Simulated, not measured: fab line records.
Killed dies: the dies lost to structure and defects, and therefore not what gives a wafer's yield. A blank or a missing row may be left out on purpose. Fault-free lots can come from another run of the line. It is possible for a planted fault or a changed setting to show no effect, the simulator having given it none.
Split-lot experiment || flow n5_finfet || 21 wafers read across 7 lots, on a route 1938 steps long

THE SPLIT
At N5_BEOL_M8_DESCUM_33 (chemistry O2, time 7 s), the setting time_s was moved away from the recipe's 7 s on 7 of the 21 wafers read, by -19.8% to +13.5%. The other wafers ran this setting at the recipe's value.

Split to reading: the file shows no intervening step.

THE READING
CAR-EUV_of_BEOL_M8_COAT_22.thk_nm (the simulator's own value, which no gauge read), in nm, at N5_BEOL_M8_ETCH_72 (etches underlayer in N2/H2, target depth 6.5 nm, time 5.2 s). The file gives no usual value for it. Across the 14 wafers here that went through the recipe, the average is 20.3 nm and the standard deviation 0.12 nm.

{"wafer": "L076.3", "tool, chamber at the split": "rie_diel-02, 2", "time_s as run, s": 7, "against the recipe": "recipe", "CAR-EUV_of_BEOL_M8_COAT_22.thk_nm, nm": 20.4, "against lot-mates on the recipe": "-"}
{"wafer": "L076.6", "tool, chamber at the split": "rie_diel-02, 3", "time_s as run, s": 7, "against the recipe": "recipe", "CAR-EUV_of_BEOL_M8_COAT_22.thk_nm, nm": 20.4, "against lot-mates on the recipe": "-"}
{"wafer": "L076.4", "tool, chamber at the split": "rie_diel-02, 2", "time_s as run, s": 6.42, "against the recipe": "-8.3%", "CAR-EUV_of_BEOL_M8_COAT_22.thk_nm, nm": 20.6, "against lot-mates on the recipe": "+0.2"}
{"wafer": "L079.1", "tool, chamber at the split": "rie_diel-05, 2,0", "time_s as run, s": 7.945, "against the recipe": "+13.5%", "CAR-EUV_of_BEOL_M8_COAT_22.thk_nm, nm": 19.8, "against lot-mates on the recipe": -0.6}
{"wafer": "L079.5", "tool, chamber at the split": "rie_diel-05, 2,0", "time_s as run, s": 7.945, "against the recipe": "+13.5%", "CAR-EUV_of_BEOL_M8_COAT_22.thk_nm, nm": 19.8, "against lot-mates on the recipe": -0.6}
{"wafer": "L079.2", "tool, chamber at the split": "rie_diel-05, 3", "time_s as run, s": 7, "against the recipe": "recipe", "CAR-EUV_of_BEOL_M8_COAT_22.thk_nm, nm": 20.4, "against lot-mates on the recipe": "-"}
{"wafer": "L078.1", "tool, chamber at the split": "rie_diel-03, 0,3", "time_s as run, s": 7.85, "against the recipe": "+12.1%", "CAR-EUV_of_BEOL_M8_COAT_22.thk_nm, nm": 20.2, "against lot-mates on the recipe": -0.2}
{"wafer": "L078.2", "tool, chamber at the split": "rie_diel-03, 0,3", "time_s as run, s": 7.85, "against the recipe": "+12.1%", "CAR-EUV_of_BEOL_M8_COAT_22.thk_nm, nm": 20.2, "against lot-mates on the recipe": -0.2}
{"wafer": "L078.5", "tool, chamber at the split": "rie_diel-03, 3", "time_s as run, s": 7, "against the recipe": "recipe", "CAR-EUV_of_BEOL_M8_COAT_22.thk_nm, nm": 20.4, "against lot-mates on the recipe": "-"}
{"wafer": "L081.1", "tool, chamber at the split": "rie_diel-03, 1,3,0", "time_s as run, s": 7, "against the recipe": "recipe", "CAR-EUV_of_BEOL_M8_COAT_22.thk_nm, nm": 20.4, "against lot-mates on the recipe": "-"}
{"wafer": "L081.4", "tool, chamber at the split": "rie_diel-03, 1,3,0", "time_s as run, s": 7, "against the recipe": "recipe", "CAR-EUV_of_BEOL_M8_COAT_22.thk_nm, nm": 20.4, "against lot-mates on the recipe": "-"}
{"wafer": "L081.2", "tool, chamber at the split": "rie_diel-03, 1,3,0", "time_s as run, s": 7, "against the recipe": "recipe", "CAR-EUV_of_BEOL_M8_COAT_22.thk_nm, nm": 20.2, "against lot-mates on the recipe": "-"}
{"wafer": "L084.2", "tool, chamber at the split": "rie_diel-03, 2", "time_s as run, s": 7, "against the recipe": "recipe", "CAR-EUV_of_BEOL_M8_COAT_22.thk_nm, nm": 20, "against lot-mates on the recipe": "-"}
{"wafer": "L084.3", "tool, chamber at the split": "rie_diel-03, 0,3", "time_s as run, s": 7, "against the recipe": "recipe", "CAR-EUV_of_BEOL_M8_COAT_22.thk_nm, nm": 20.4, "against lot-mates on the recipe": "-"}
{"wafer": "L084.5", "tool, chamber at the split": "rie_diel-03, 0,3", "time_s as run, s": 7, "against the recipe": "recipe", "CAR-EUV_of_BEOL_M8_COAT_22.thk_nm, nm": 20.4, "against lot-mates on the recipe": "-"}
{"wafer": "L082.2", "tool, chamber at the split": "rie_diel-05, 1,2", "time_s as run, s": 7, "against the recipe": "recipe", "CAR-EUV_of_BEOL_M8_COAT_22.thk_nm, nm": 20.4, "against lot-mates on the recipe": "-"}
{"wafer": "L082.3", "tool, chamber at the split": "rie_diel-05, 1,2", "time_s as run, s": 7, "against the recipe": "recipe", "CAR-EUV_of_BEOL_M8_COAT_22.thk_nm, nm": 20.4, "against lot-mates on the recipe": "-"}
{"wafer": "L082.5", "tool, chamber at the split": "rie_diel-05, 2", "time_s as run, s": 7, "against the recipe": "recipe", "CAR-EUV_of_BEOL_M8_COAT_22.thk_nm, nm": 20.4, "against lot-mates on the recipe": "-"}
{"wafer": "L095.2", "tool, chamber at the split": "rie_diel-05, 2", "time_s as run, s": 7, "against the recipe": "recipe", "CAR-EUV_of_BEOL_M8_COAT_22.thk_nm, nm": 20.2, "against lot-mates on the recipe": "-"}
{"wafer": "L095.3", "tool, chamber at the split": "rie_diel-05, 1", "time_s as run, s": 5.615, "against the recipe": "-19.8%", "CAR-EUV_of_BEOL_M8_COAT_22.thk_nm, nm": 21, "against lot-mates on the recipe": "+0.8"}
{"wafer": "L095.5", "tool, chamber at the split": "rie_diel-05, 3", "time_s as run, s": 5.615, "against the recipe": "-19.8%", "CAR-EUV_of_BEOL_M8_COAT_22.thk_nm, nm": 21.2, "against lot-mates on the recipe": "+1.0"}
If several chambers appear in one row, that row covers several wafers at once and the file leaves open which wafer was in which chamber.

FIT RESULTS
A straight line over all 21 wafers: CAR-EUV_of_BEOL_M8_COAT_22.thk_nm changes by -0.0333 nm for each +1% of time_s; r = -0.90; the points scatter about the line by 0.14 nm.
The same after taking each lot's own level away (the mean of its wafers on the recipe; 21 wafers): -0.0387 nm for each +1%; r = -0.93; scatter 0.14 nm.
On that fit, the largest move of time_s shifts the reading by 0.76 nm.
Across the lots, their own levels run from 20.20 to 20.40 nm, a range of 1.7 times the standard deviation given above.
Hence the slope depends on the lot-to-lot level, as the two fits are not the same.
Check: +0.786 nm against its lot-mates is what the line predicts for one of the wafers moved furthest among these (-19.8%) when that wafer is left out of the fit. It came out at +0.8 nm against them.

THESE WAFERS: OTHER SPLITS
Other splits were also applied to these wafers ahead of the reading. Each is held against what the fit with the lots' levels taken away leaves over:
{"other split on the same wafers": "N5_BEOL_M8_ILD_DEP_00 time_s", "wafers away from the commonest value": 5, "r with CAR-EUV_of_BEOL_M8_COAT_22.thk_nm (lot level and that fit taken away)": "+0.44"}

THE WHOLE CHAIN: every reading that the file lists as answering this split, in the file's order
{"step": "N5_BEOL_M8_DESCUM_33", "what it does": "chemistry O2, time 7 s", "reading": "CAR-EUV_of_BEOL_M8_COAT_22.thk_nm (the simulator's own value, which no gauge read)", "change (the file's fit)": "-0.0434 nm for each +1% of the setting", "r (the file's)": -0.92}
{"step": "N5_BEOL_M8_ETCH_72", "what it does": "etches underlayer in N2/H2, target depth 6.5 nm, time 5.2 s", "reading": "CAR-EUV_of_BEOL_M8_COAT_22.thk_nm (the simulator's own value, which no gauge read)", "change (the file's fit)": "-0.038 nm for each +1% of the setting", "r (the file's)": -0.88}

THE FILE'S OWN FIT
CAR-EUV_of_BEOL_M8_COAT_22.thk_nm changes by -0.038 nm for each +1% of time_s, r = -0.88.
